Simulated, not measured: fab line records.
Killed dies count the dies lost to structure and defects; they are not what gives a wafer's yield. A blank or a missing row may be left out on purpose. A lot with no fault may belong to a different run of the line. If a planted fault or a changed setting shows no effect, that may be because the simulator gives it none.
Split-lot trial | flow n5Finfet | on a route of 1938 steps: 7 lots, 39 wafers read

== ON THE SPLIT ==
At N5_FIN_SAQP_MANDREL_ETCH_22 (etches a-Si in HBr/Cl2, stops on SiNx, target depth 60 nm, bt time 10 s, time 30 s), the setting icpW was moved away from the recipe's 800 W on 15 of the 39 wafers read, by -18.8% to +11.5%. The other wafers ran this setting at the recipe's value.

Reading taken at the split's own step.

== THE READING ==
SOC_of_FIN_SAQP_COAT_49.thkNm (the simulator's own value, which no gauge read), in nm, at N5_FIN_SAQP_MANDREL_ETCH_22 (etches a-Si in HBr/Cl2, stops on SiNx, target depth 60 nm, bt time 10 s, time 30 s). The file does not state a usual value for it. Average 76.02 nm, standard deviation 0.49 nm, over the 24 wafers here run with the recipe.

wafer  | tool, chamber at the split | icpW as run, W | against the recipe | SOC_of_FIN_SAQP_COAT_49.thkNm, nm | against lot-mates on the recipe
L077.1 | rieSi-04, 0                | 852.1          | +6.5%              | 75.23                             | -0.16
L077.2 | rieSi-04, 3                | 852.1          | +6.5%              | 75.55                             | +0.16
L077.3 | rieSi-04, 2                | 800            | recipe             | 75.68                             | -
L077.4 | rieSi-04, 1                | 852.1          | +6.5%              | 74.93                             | -0.46
L077.5 | rieSi-04, 2                | 800            | recipe             | 75.2                              | -
L077.6 | rieSi-04, 1                | 800            | recipe             | 75.3                              | -
L078.2 | rieSi-04, 1                | 800            | recipe             | 75.49                             | -
L078.3 | rieSi-04, 2                | 800            | recipe             | 75.9                              | -
L078.5 | rieSi-04, 3                | 800            | recipe             | 76.24                             | -
L079.1 | rieSi-04, 3                | 891.6          | +11.5%             | 75.63                             | -0.80
L079.2 | rieSi-04, 2                | 891.6          | +11.5%             | 74.98                             | -1.45
L079.3 | rieSi-04, 0                | 800            | recipe             | 76.91                             | -
L079.4 | rieSi-04, 1                | 891.6          | +11.5%             | 74.67                             | -1.76
L079.5 | rieSi-04, 1                | 800            | recipe             | 76.05                             | -
L079.6 | rieSi-04, 2                | 800            | recipe             | 76.34                             | -
L080.1 | rieSi-04, 0                | 800            | recipe             | 76.77                             | -
L080.2 | rieSi-04, 1                | 800            | recipe             | 75.52                             | -
L080.3 | rieSi-04, 2                | 800            | recipe             | 75.32                             | -
L080.4 | rieSi-04, 3                | 800            | recipe             | 76.38                             | -
L080.5 | rieSi-04, 1                | 800            | recipe             | 75.39                             | -
L080.6 | rieSi-04, 0                | 800            | recipe             | 76.08                             | -
L082.1 | rieSi-03, 3                | 858.1          | +7.3%              | 75.38                             | -0.94
L082.2 | rieSi-03, 2                | 800            | recipe             | 76.38                             | -
L082.3 | rieSi-03, 0                | 858.1          | +7.3%              | 75.58                             | -0.74
L082.4 | rieSi-03, 0                | 858.1          | +7.3%              | 75.67                             | -0.65
L082.5 | rieSi-03, 3                | 800            | recipe             | 76.18                             | -
L082.6 | rieSi-03, 2                | 800            | recipe             | 76.41                             | -
L095.1 | rieSi-04, 3                | 800            | recipe             | 76.87                             | -
L095.2 | rieSi-04, 1                | 657.3          | -17.8%             | 78.28                             | +1.86
L095.3 | rieSi-04, 0                | 657.3          | -17.8%             | 78.23                             | +1.81
L095.4 | rieSi-04, 2                | 657.3          | -17.8%             | 77.52                             | +1.10
L095.5 | rieSi-04, 1                | 800            | recipe             | 76.06                             | -
L095.6 | rieSi-04, 0                | 800            | recipe             | 76.32                             | -
L097.1 | rieSi-04, 0                | 649.3          | -18.8%             | 78.21                             | +2.28
L097.2 | rieSi-04, 1                | 649.3          | -18.8%             | 77.86                             | +1.93
L097.3 | rieSi-04, 3                | 800            | recipe             | 76.35                             | -
L097.4 | rieSi-04, 2                | 649.3          | -18.8%             | 77.99                             | +2.06
L097.5 | rieSi-04, 1                | 800            | recipe             | 75.8                              | -
L097.6 | rieSi-04, 2                | 800            | recipe             | 75.64                             | -

FIT RESULTS
A straight line over all 39 wafers: SOC_of_FIN_SAQP_COAT_49.thkNm changes by -0.102 nm for each +1% of icpW; r = -0.89; the points scatter about the line by 0.45 nm.
The same after taking each lot's own level away (the mean of its wafers on the recipe; 39 wafers): -0.0996 nm for each +1%; r = -0.91; scatter 0.38 nm.
On that fit, the largest move of icpW shifts the reading by 1.9 nm.
Across the lots, their own levels run from 75.393 to 76.433 nm, a range of 2.1 times the standard deviation given above.
Hence the lot-to-lot level has little effect on the slope; both slopes agree.
Check: for one of the wafers moved furthest among these (-18.8%), held out of the fit, the line's prediction against its lot-mates is +1.83 nm. Against them it came out at +2.28 nm.

== THESE WAFERS: OTHER SPLITS ==
Before the reading, these wafers also passed through other splits. Each is held against what the fit with the lots' levels taken away leaves over:
other split on the same wafers   | wafers away from the commonest value | r with SOC_of_FIN_SAQP_COAT_49.thkNm (lot level and that fit taken away)
N5_FIN_SAQP_HM_DEP_03 targetThkA | 12                                   | -0.25

== THE FILE'S OWN FIT ==
SOC_of_FIN_SAQP_COAT_49.thkNm changes by -0.0999 nm for each +1% of icpW, r = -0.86.
